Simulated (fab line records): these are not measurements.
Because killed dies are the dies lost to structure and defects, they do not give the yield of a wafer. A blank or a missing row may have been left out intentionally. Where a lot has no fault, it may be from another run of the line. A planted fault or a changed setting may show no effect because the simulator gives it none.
A lot that was struck, set against a sound lot :: flow nand-harc :: 15 steps out of a route of 1302
Sound: the wafers L740.1, L740.4, L740.6. Wafers struck: L736.1, L736.2, L736.6. The cause is named last.
Order at every step that has rows: each side's tool, ch and its chambers, its first start. Under that, the readings that differ: sound wafers :: struck wafers :: difference of the means :: sigmas: that difference in standard deviations of wafers without a fault.
alike: same words and numbers on both sides, and readings whose means sit less than 2 such deviations apart. not compared: any withheld reading, any reading some wafer has no value for, any bound like >300 that may hide the same value, and any number with overlapping values for which the record gives no deviation.
A row with sigmas, a row that says differs or no value, or rows on one side alone: a step with any of these is where the two part. When numbers do not overlap yet have no deviation, they are printed without sigmas and do not part them. A reading that every wafer of one side lacks parts them only if that side has two wafers or more.

NHARC_A_STAIRCASE_DESCUM_168: chemistry O2, time 3 s.
  sound on rie-diel-06 ch 0,2, day 24 05:38; struck on rie-diel-06 ch 0,1, day 23 05:23
  alike: drypump-motor-current-A, o2-flow-sccm, oes-product-au, rf-vpp-V, showerhead-plenum-p-Torr, throttle-valve-pct
  not compared: rf-hours-counter-h
NHARC_A_STAIRCASE_ETCH_169: etches the open film in CH3F/O2, target depth 50 nm, time 107.1 s.
  sound on rie-diel-06 ch 0,1,2, day 24 05:46; struck on rie-diel-06 ch 0,1,3, day 23 05:28
  alike: drypump-motor-current-A, o2-flow-sccm, oes-product-au, rf-vpp-V, showerhead-plenum-p-Torr, throttle-valve-pct
  not compared: rf-hours-counter-h
NHARC_A_STAIRCASE_ETCH_170: etches the open film in C4F6/O2, target depth 200 nm, time 66.667 s.
  sound: rie-diel-06 ch 0,1; struck: rie-diel-06 ch 0,2
  alike: drypump-motor-current-A, o2-flow-sccm, oes-product-au, rf-vpp-V, showerhead-plenum-p-Torr, throttle-valve-pct
  not compared: rf-hours-counter-h
NHARC_A_STAIRCASE_STRIP_171: strips in O2.
  sound on plasma-asher-02 ch 0,1, day 24 05:59; struck on plasma-asher-01 ch 0,1, day 23 05:42
  alike: drypump-motor-current-A, heater-power-w
  not compared: rf-hours-counter-h
then, 8 steps without rows for these wafers: NHARC_A_STAIRCASE_STRIP_172 (strips in SPM, time 900 s); NHARC_A_STAIRCASE_PRECLEAN_173 (cleans in SC1); NHARC_A_STAIRCASE_SRD_174; NHARC_A_STAIRCASE_DEHYDRATE_01 (time 120 s); NHARC_A_STAIRCASE_HMDS_02 (time 30 s); NHARC_A_STAIRCASE_COAT_03; NHARC_A_STAIRCASE_SOFTBAKE_04 (time 170 s); NHARC_A_STAIRCASE_EBR_05.
NHARC_A_STAIRCASE_EXPOSE_06: exposes mask STAIR.
  sound on krf-scanner-01 ch 0, day 24 07:00; struck on krf-scanner-03 ch 0, day 23 06:44
reading: model.A_STAIRCASE.overlay-x-nm (nm)
sound: -0.5095 -0.5095 -0.5095
struck: 77.7 77.7 77.7
difference: +78.2
sigmas: 
  alike: mask
then, 2 steps without rows for these wafers: NHARC_A_STAIRCASE_PEB_07 (peb time 130 s); NHARC_END_SORT_01.

== WHERE THEY PART ==
Nowhere in this record.

WHY: what had been put in by the simulator
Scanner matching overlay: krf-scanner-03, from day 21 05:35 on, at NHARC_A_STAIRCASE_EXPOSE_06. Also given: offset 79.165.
